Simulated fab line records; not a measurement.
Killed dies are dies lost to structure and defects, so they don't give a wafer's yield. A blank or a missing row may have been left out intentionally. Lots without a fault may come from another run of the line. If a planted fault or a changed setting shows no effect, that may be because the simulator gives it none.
Split-lot experiment | flow n5Finfet | on a route of 1938 steps: 7 lots, 21 wafers read

== SPLIT DETAILS ==
At N5_GATE_CUT_ALD_22 (deposits SiNx, target thk 16 nm, pulse time 1 s, ald cycles 320), the setting aldCycles was moved away from the recipe's 320 on 8 of the 21 wafers read, by -11.6% to +9.4%. For the rest of the wafers, this setting stayed at what the recipe calls for.

Reading taken at the split's own step.

== THE READING ==
SiNx_of_GATE_CUT_ALD_22.thkNm (the simulator's own value, which no gauge read), in nm, at N5_GATE_CUT_ALD_22 (deposits SiNx, target thk 16 nm, pulse time 1 s, ald cycles 320). The file gives no usual value for it. Here, 13 wafers ran the recipe; their average is 16.0 nm with a standard deviation of 0.078 nm.

wafer  | tool, chamber at the split | aldCycles as run | against the recipe | SiNx_of_GATE_CUT_ALD_22.thkNm, nm | against lot-mates on the recipe
L077.1 | aldSin-02, 1               | 320              | recipe             | 16                                | -
L077.2 | aldSin-02, 3               | 345              | +7.8%              | 17.2                              | +1.2
L077.6 | aldSin-02, 0               | 345              | +7.8%              | 17.4                              | +1.4
L081.1 | aldSin-02, 2,3             | 320              | recipe             | 16                                | -
L081.3 | aldSin-02, 2,3             | 320              | recipe             | 16                                | -
L081.4 | aldSin-02, 0               | 288              | -10.0%             | 14.4                              | -1.6
L084.1 | aldSin-04, 0,3,0           | 320              | recipe             | 16                                | -
L084.2 | aldSin-04, 0,3,0           | 320              | recipe             | 16                                | -
L084.5 | aldSin-04, 0,3,0           | 320              | recipe             | 16                                | -
L085.1 | aldSin-03, 1,0             | 320              | recipe             | 16                                | -
L085.3 | aldSin-03, 1,0             | 320              | recipe             | 16                                | -
L085.4 | aldSin-03, 3               | 350              | +9.4%              | 17.6                              | +1.6
L088.2 | aldSin-02, 0               | 320              | recipe             | 16.2                              | -
L088.5 | aldSin-02, 1,0             | 283              | -11.6%             | 14.2                              | -2.0
L088.6 | aldSin-02, 1,0             | 283              | -11.6%             | 14.2                              | -2.0
L096.1 | aldSin-03, 3               | 320              | recipe             | 16                                | -
L096.3 | aldSin-03, 2,1             | 286              | -10.6%             | 14.2                              | -1.8
L096.4 | aldSin-03, 2,1             | 286              | -10.6%             | 14.2                              | -1.8
L097.1 | aldSin-02, 1               | 320              | recipe             | 16                                | -
L097.6 | aldSin-02, 1               | 320              | recipe             | 16                                | -
L097.3 | aldSin-02, 2               | 320              | recipe             | 15.8                              | -
Where a row lists several chambers, the file gives one row for several wafers and doesn't say which wafer went through which chamber.

THE FIT
A straight line over all 21 wafers: SiNx_of_GATE_CUT_ALD_22.thkNm changes by +0.164 nm for each +1% of aldCycles; r = +1.00; the points scatter about the line by 0.082 nm.
The same after taking each lot's own level away (the mean of its wafers on the recipe; 21 wafers): +0.169 nm for each +1%; r = +1.00; scatter 0.056 nm.
That fit puts the effect of the largest move of aldCycles on the reading at 2 nm.
Across the lots, their own levels run from 15.93 to 16.20 nm, a range of 3.4 times the standard deviation given above.
The two slopes are in agreement: the lot-to-lot level therefore moves the slope only a little.
Check: -1.95 nm against its lot-mates is what the line predicts for one of the wafers moved furthest among these (-11.6%) when that wafer is left out of the fit. Against them it came out at -2 nm.

== OTHER SPLITS APPLIED TO THESE WAFERS ==
Note: prior to the reading, these wafers also went through further splits. Each is held against what the fit with the lots' levels taken away leaves over:
other split on the same wafers        | wafers away from the commonest value | r with SiNx_of_GATE_CUT_ALD_22.thkNm (lot level and that fit taken away)
N5_ZERO_LAYER_EXPOSE_08 doseMj        | 5                                    | -0.02
N5_ZERO_LAYER_DEVELOP_10 developTimeS | 5                                    | +0.02
N5_WELL_APT_COAT_02 spinRpm           | 10                                   | -0.04
N5_FIN_SAQP_PEB_14 pebTimeS           | 10                                   | +0.07
N5_FIN_SAQP_FIN_ETCH_36 biasW         | 6                                    | +0.00
N5_FIN_CUT_COAT_19 spinRpm            | 3                                    | +0.00
N5_SDB_ALD_29 aldCycles               | 4                                    | -0.03
N5_HKMG_FIN_COAT_30 spinRpm           | 6                                    | +0.23
N5_GATE_CUT_ETCH_56 icpW              | 7                                    | +0.18

== THE FILE'S OWN FIT ==
SiNx_of_GATE_CUT_ALD_22.thkNm changes by +0.168 nm for each +1% of aldCycles, r = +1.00.
